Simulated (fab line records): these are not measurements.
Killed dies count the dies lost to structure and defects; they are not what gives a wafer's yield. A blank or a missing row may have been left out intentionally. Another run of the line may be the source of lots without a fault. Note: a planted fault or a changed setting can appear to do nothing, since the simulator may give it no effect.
Which of the tools did it?    flow n5Finfet    29 wafers from 10 lots sampled at 5 of the route's 1938 steps

WHAT EACH GAUGE READ, for each wafer
N5_WELL_APT_CD_MEAS_25 targets a cd of 200 nm. Usual: cdNm at 199.9 nm, with a standard deviation of 1.6.
lot   measured     on        cdNm (nm)          flag
L399  day 1 21:08  cdSem-03  199.3 199.0 198.7  
L400  day 2 02:41  cdSem-03  201.8 198.6 196.3  
L401  day 2 09:22  cdSem-02  200.8 199.3 198.6  
L403  day 2 20:58  cdSem-01  202.2 198.5 200.4  
L405  day 3 09:19  cdSem-01  199.6 199.7 200.9  
L407  day 3 20:56  cdSem-01  200.6 198.6 198.8  
L408  day 4 03:10  cdSem-01  199.6 202.3 202.6  
L409  day 4 09:19  cdSem-01  200.2 200.1 200.7  
L417  day 6 09:53  cdSem-03  200.3 200.9        
L421  day 7 10:20  cdSem-02  196.8 197.3 197.8  

N5_PMOS_HMC_CHANNEL_EPI_INSPECT_11: inspects for defects (macro). Usual: rawDefectCount at 2, with a standard deviation of 1.4.
lot   measured     on                rawDefectCount  flag
L399  day 1 23:41  defectInspect-01  1 3 1           
L400  day 2 05:07  defectInspect-01  3 3 2           
L401  day 2 11:49  defectInspect-02  1 2 2           
L403  day 2 23:25  defectInspect-02  4 0 1           
L405  day 3 12:37  defectInspect-01  4 2 3           
L407  day 3 23:30  defectInspect-02  1 2 3           
L408  day 4 05:52  defectInspect-02  1 0 0           
L409  day 4 11:56  defectInspect-02  2 3 2           
L417  day 6 13:04  defectInspect-02  1 3             
L421  day 7 13:20  defectInspect-01  2 1 0           

N5_BEOL_M4_RC_MEAS_101. Usual: DIBL_N 35.9 mV/V, standard deviation 1.3; DIBL_P 36.3 mV/V, standard deviation 1.5; IOFF_N 0.153 nA/um, standard deviation 0.023; IOFF_P 0.208 nA/um, standard deviation 0.028; ION_N 672 uA/um, standard deviation 9.7; ION_P 462 uA/um, standard deviation 6.6; SS_N 71.5 mV/dec, standard deviation 0.53; SS_P 73.3 mV/dec, standard deviation 0.59; VT_N 250.4 mV, standard deviation 2.7; VT_P -250.5 mV, standard deviation 3.
lot   measured      on         DIBL_N (mV/V)   DIBL_P (mV/V)   IOFF_N (nA/um)     IOFF_P (nA/um)     ION_N (uA/um)  ION_P (uA/um)  SS_N (mV/dec)   SS_P (mV/dec)   VT_N (mV)          VT_P (mV)             flag
L399  day 8 15:58   prober-01  35.9 37.1 37.2  35.8 37.6 37.0  0.154 0.182 0.181  0.189 0.213 0.215  673 677 684    457 457 465    71.3 71.6 72.2  73.1 73.7 74.0  251.8 251.6 248.6  -254.4 -250.9 -250.2  
L400  day 9 02:06   prober-02  34.1 33.4 34.4  36.7 36.1 36.6  0.150 0.139 0.148  0.207 0.206 0.195  674 665 664    467 463 455    71.5 71.5 71.6  73.5 73.4 73.8  247.2 248.8 246.3  -250.3 -250.9 -252.2  
L401  day 9 08:19   prober-01  37.3 35.1 38.7  37.6 34.8 39.2  0.186 0.148 0.218  0.275 0.214 0.307  672 670 690    470 469 478    72.6 71.1 73.0  73.6 72.8 73.3  245.2 250.7 246.7  -245.2 -248.0 -243.2  
L403  day 9 19:38   prober-02  35.9 37.1 34.8  36.9 38.6 36.6  0.143 0.173 0.137  0.198 0.225 0.194  655 671 666    451 461 459    71.9 71.3 70.9  72.9 73.9 72.7  253.9 248.6 251.7  -255.0 -249.8 -250.7  
L405  day 10 09:09  prober-01  37.4 37.9 38.0  38.0 38.7 39.7  0.171 0.185 0.196  0.221 0.240 0.259  674 677 682    466 466 477    72.1 70.7 72.0  74.5 74.4 74.4  248.5 249.1 246.2  -248.4 -250.1 -249.4  
L407  day 10 11:12  prober-02  35.7 37.4 37.4  35.8 38.7 38.2  0.135 0.173 0.169  0.180 0.224 0.213  675 684 686    460 471 464    71.3 71.7 71.9  73.6 73.5 73.1  253.1 247.8 247.4  -249.9 -248.1 -251.0  
L408  day 10 20:38  prober-01  35.1 35.7 35.5  34.6 35.3 34.3  0.125 0.141 0.130  0.201 0.216 0.203  666 670 668    466 462 463    70.8 71.6 71.7  72.6 73.7 73.0  253.6 248.8 253.1  -245.9 -247.0 -245.9  
L409  day 11 03:49  prober-01  35.8 34.1 34.7  35.2 32.7 34.5  0.141 0.116 0.120  0.200 0.167 0.191  670 649 654    462 450 464    71.3 70.6 70.8  73.0 72.7 73.3  252.4 257.0 253.8  -250.8 -254.7 -251.3  
L417  day 13 15:25  prober-01  33.7 33.9       34.3 34.7       0.136 0.137        0.213 0.212        665 670        462 466        70.9 70.4       73.3 72.4       251.6 250.3        -247.8 -248.5         
L421  day 15 00:24  prober-02  35.8 35.0 35.3  35.8 34.7 34.6  0.145 0.134 0.136  0.211 0.189 0.192  689 679 672    473 469 462    70.6 70.9 70.7  72.9 72.8 73.1  248.5 250.8 250.5  -249.6 -249.5 -249.6  

WHICH TOOL RAN EACH LOT (tool, then ch and the chambers of the sampled wafers, then the start)
lot   N5_WELL_APT_EPI_41             N5_PMOS_HMC_CHANNEL_EPI_ETCH_38
L399  epiRpcvd-01 ch 0, day 1 22:21  rieSi-02 ch 1,2, day 2 00:10
L400  epiRpcvd-03 ch 0, day 2 04:02  rieSi-04 ch 0,1,3, day 2 05:35
L401  epiRpcvd-01 ch 0, day 2 10:28  rieSi-02 ch 0,1,2, day 2 12:36
L403  epiRpcvd-03 ch 0, day 2 22:20  rieSi-04 ch 0,1,2, day 3 00:05
L405  epiRpcvd-03 ch 0, day 3 11:02  rieSi-02 ch 0,1,2, day 3 13:06
L407  epiRpcvd-04 ch 0, day 3 22:17  rieSi-05 ch 1,2,3, day 3 23:58
L408  epiRpcvd-04 ch 0, day 4 04:16  rieSi-05 ch 1,2, day 4 06:22
L409  epiRpcvd-01 ch 0, day 4 10:52  rieSi-04 ch 0,2,3, day 4 12:26
L417  epiRpcvd-03 ch 0, day 6 12:00  rieSi-04 ch 0,3, day 6 13:56
L421  epiRpcvd-01 ch 0, day 7 11:43  rieSi-05 ch 0,1,3, day 7 14:14
- N5_WELL_APT_EPI_41: deposits Si from SiH4/H2, target thk 50 nm, time 297.7 s.
- N5_PMOS_HMC_CHANNEL_EPI_ETCH_38: etches SiO2 in CF4, target depth 1.5 nm.

AS READ BY THE TOOLS THEMSELVES (means over the sampled wafers that have a number; for cases with no such wafer, the mark the record gives instead)
N5_WELL_APT_EPI_41. Usual: throttleValvePct at 11.6 %, with a standard deviation of 0.49.
lot   tool         throttleValvePct (%)  flag
L399  epiRpcvd-01  11.6                  
L400  epiRpcvd-03  11.0                  
L401  epiRpcvd-01  11.6                  
L403  epiRpcvd-03  11.0                  
L405  epiRpcvd-03  11.0                  
L407  epiRpcvd-04  12.1                  
L408  epiRpcvd-04  12.2                  
L409  epiRpcvd-01  11.7                  
L417  epiRpcvd-03  10.8                  
L421  epiRpcvd-01  11.6                  

N5_PMOS_HMC_CHANNEL_EPI_ETCH_38. Usual: cf4FlowSccm 80.01 sccm, standard deviation 0.23; drypumpMotorCurrentA 5.6 A, standard deviation 0.51; oesProductAu 0.999 a.u., standard deviation 0.018; throttleValvePct 21.76 %, standard deviation 0.18.
lot   tool      cf4FlowSccm (sccm)  drypumpMotorCurrentA (A)  oesProductAu (a.u.)  throttleValvePct (%)  flag
L399  rieSi-02  79.87               5.6                       1.003                21.92                 
L400  rieSi-04  80.28               5.4                       0.997                21.79                 
L401  rieSi-02  80.01               5.9                       1.000                21.87                 
L403  rieSi-04  79.83               5.4                       1.010                21.69                 
L405  rieSi-02  80.11               5.9                       1.002                21.87                 
L407  rieSi-05  80.20               5.8                       0.995                21.60                 
L408  rieSi-05  79.81               5.5                       0.994                21.71                 
L409  rieSi-04  79.95               5.5                       0.990                21.76                 
L417  rieSi-04  80.09               5.5                       1.397                21.94                 OFF
L421  rieSi-05  79.91               5.5                       1.010                21.66                 

THE ANSWER, worked out from the rows above alone
Rule: lot off if the mean of its wafers having a number is beyond 3 standard deviations from the usual mean. A lot without any number at a reading at which 4 lots or more have one is off too. Any other lot the step has rows for is counted as sound. The gauges are gone through in route order, then the tools' own readings, and for those a lot's mean is taken as printed above. The first step at which some lot is off is used, and at that step the reading that is off furthest; a lot without a number counts as furthest.
Off: L417 (N5_PMOS_HMC_CHANNEL_EPI_ETCH_38, oesProductAu).
If a tool, at that step or one of the process steps before it, ran each lot that is off and ran no sound lot following the first of them, it fits. 2 tools fit, epiRpcvd-03 at N5_WELL_APT_EPI_41 and rieSi-04 at N5_PMOS_HMC_CHANNEL_EPI_ETCH_38, so this cannot tell which one it is.

WHAT THE SIMULATOR PUT IN
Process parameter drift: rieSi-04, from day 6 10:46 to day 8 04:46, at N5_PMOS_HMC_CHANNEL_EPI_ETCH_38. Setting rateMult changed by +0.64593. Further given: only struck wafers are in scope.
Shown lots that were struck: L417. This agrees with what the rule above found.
